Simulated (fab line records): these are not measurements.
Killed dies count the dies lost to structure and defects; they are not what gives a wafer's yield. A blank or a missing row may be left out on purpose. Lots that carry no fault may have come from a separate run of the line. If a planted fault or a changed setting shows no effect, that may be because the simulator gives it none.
Matching of chambers :: flow n5Finfet :: pecvd-04 running N5_BEOL_M9_ILD_DEP_00: 3 sister chambers
The step deposits SiCOH lowk from DEMS/porogen, target thk 308.51 nm, time 58 s. 16 wafers are shown with their chamber, then 8 later ones without.

== WAFERS PAIRED WITH THEIR CHAMBERS ==
wafer: L074.2
chamber: 0
throttleValvePct (%): 14.7
showerheadPlenumPTorr (Torr): 5.718
heaterPowerOuterW (W): 137

wafer: L074.3
chamber: 1
throttleValvePct (%): 14.9
showerheadPlenumPTorr (Torr): 5.756
heaterPowerOuterW (W): 120

wafer: L074.6
chamber: 2
throttleValvePct (%): 13.5
showerheadPlenumPTorr (Torr): 5.721
heaterPowerOuterW (W): 164

wafer: L076.1
chamber: 0
throttleValvePct (%): 14.6
showerheadPlenumPTorr (Torr): 5.722
heaterPowerOuterW (W): 145

wafer: L076.3
chamber: 1
throttleValvePct (%): 14.8
showerheadPlenumPTorr (Torr): 5.753
heaterPowerOuterW (W): 100

wafer: L076.5
chamber: 2
throttleValvePct (%): 13.1
showerheadPlenumPTorr (Torr): 5.721
heaterPowerOuterW (W): 119

wafer: L077.2
chamber: 1
throttleValvePct (%): 14.7
showerheadPlenumPTorr (Torr): 5.759
heaterPowerOuterW (W): 119

wafer: L077.3
chamber: 1
throttleValvePct (%): 14.9
showerheadPlenumPTorr (Torr): 5.777
heaterPowerOuterW (W): 118

wafer: L077.4
chamber: 0
throttleValvePct (%): 14.5
showerheadPlenumPTorr (Torr): 5.697
heaterPowerOuterW (W): 149

wafer: L079.1
chamber: 0
throttleValvePct (%): 14.5
showerheadPlenumPTorr (Torr): 5.694
heaterPowerOuterW (W): 143

wafer: L079.4
chamber: 2
throttleValvePct (%): 13.4
showerheadPlenumPTorr (Torr): 5.713
heaterPowerOuterW (W): 133

wafer: L079.6
chamber: 0
throttleValvePct (%): 14.6
showerheadPlenumPTorr (Torr): 5.727
heaterPowerOuterW (W): 144

wafer: L080.1
chamber: 2
throttleValvePct (%): 13.6
showerheadPlenumPTorr (Torr): 5.711
heaterPowerOuterW (W): 158

wafer: L080.4
chamber: 0
throttleValvePct (%): 14.4
showerheadPlenumPTorr (Torr): 5.716
heaterPowerOuterW (W): 145

wafer: L080.5
chamber: 1
throttleValvePct (%): 15.0
showerheadPlenumPTorr (Torr): 5.750
heaterPowerOuterW (W): 111

wafer: L081.1
chamber: 1
throttleValvePct (%): 14.4
showerheadPlenumPTorr (Torr): 5.737
heaterPowerOuterW (W): 111

SIGNATURES (averages over the wafers above)
reading: throttleValvePct
chamber 0: 14.550
chamber 1: 14.783
chamber 2: 13.400
scatter within a chamber: 0.18

reading: showerheadPlenumPTorr
chamber 0: 5.71233
chamber 1: 5.75533
chamber 2: 5.71650
scatter within a chamber: 0.012

reading: heaterPowerOuterW
chamber 0: 143.83
chamber 1: 113.17
chamber 2: 143.50
scatter within a chamber: 11.5
Rule: distance of a wafer from a chamber = root of the sum over the readings of ((wafer's reading minus chamber's mean) / reading's scatter) squared. The wafer belongs to the nearest chamber; if the next one is less than 2 further off, it can't be placed. How the scatter is found: for the shown wafers, subtract from each reading the mean of its chamber, square and add these, divide the total by (wafers less chambers), then take the root.

== WAFERS WHOSE CHAMBER IS MISSING ==
wafer: L081.4
throttleValvePct (%): 15.0
showerheadPlenumPTorr (Torr): 5.748
heaterPowerOuterW (W): 116

wafer: L081.5
throttleValvePct (%): 13.2
showerheadPlenumPTorr (Torr): 5.714
heaterPowerOuterW (W): 161

wafer: L085.3
throttleValvePct (%): 14.9
showerheadPlenumPTorr (Torr): 5.756
heaterPowerOuterW (W): 116

wafer: L085.4
throttleValvePct (%): 14.7
showerheadPlenumPTorr (Torr): 5.761
heaterPowerOuterW (W): 120

wafer: L085.5
throttleValvePct (%): 13.3
showerheadPlenumPTorr (Torr): 5.718
heaterPowerOuterW (W): 161

wafer: L093.1
throttleValvePct (%): 14.5
showerheadPlenumPTorr (Torr): 5.725
heaterPowerOuterW (W): 120

wafer: L093.3
throttleValvePct (%): 14.8
showerheadPlenumPTorr (Torr): 5.744
heaterPowerOuterW (W): 76

wafer: L093.5
throttleValvePct (%): 14.6
showerheadPlenumPTorr (Torr): 5.710
heaterPowerOuterW (W): 123

== WHICH CHAMBER EACH WENT THROUGH ==
wafer: L081.4
from the rows above: 1
in truth: 1

wafer: L081.5
from the rows above: 2
in truth: 2

wafer: L085.3
from the rows above: 1
in truth: 1

wafer: L085.4
from the rows above: 1
in truth: 1

wafer: L085.5
from the rows above: 2
in truth: 2

wafer: L093.1
from the rows above: can't be placed: 0 or 1
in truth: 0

wafer: L093.3
from the rows above: 1
in truth: 1

wafer: L093.5
from the rows above: 0
in truth: 0
Correct placement for 7 of the 8. From these rows, 1 cannot be placed; in 1 the true chamber is one of the candidates. Number placed wrongly: 0.
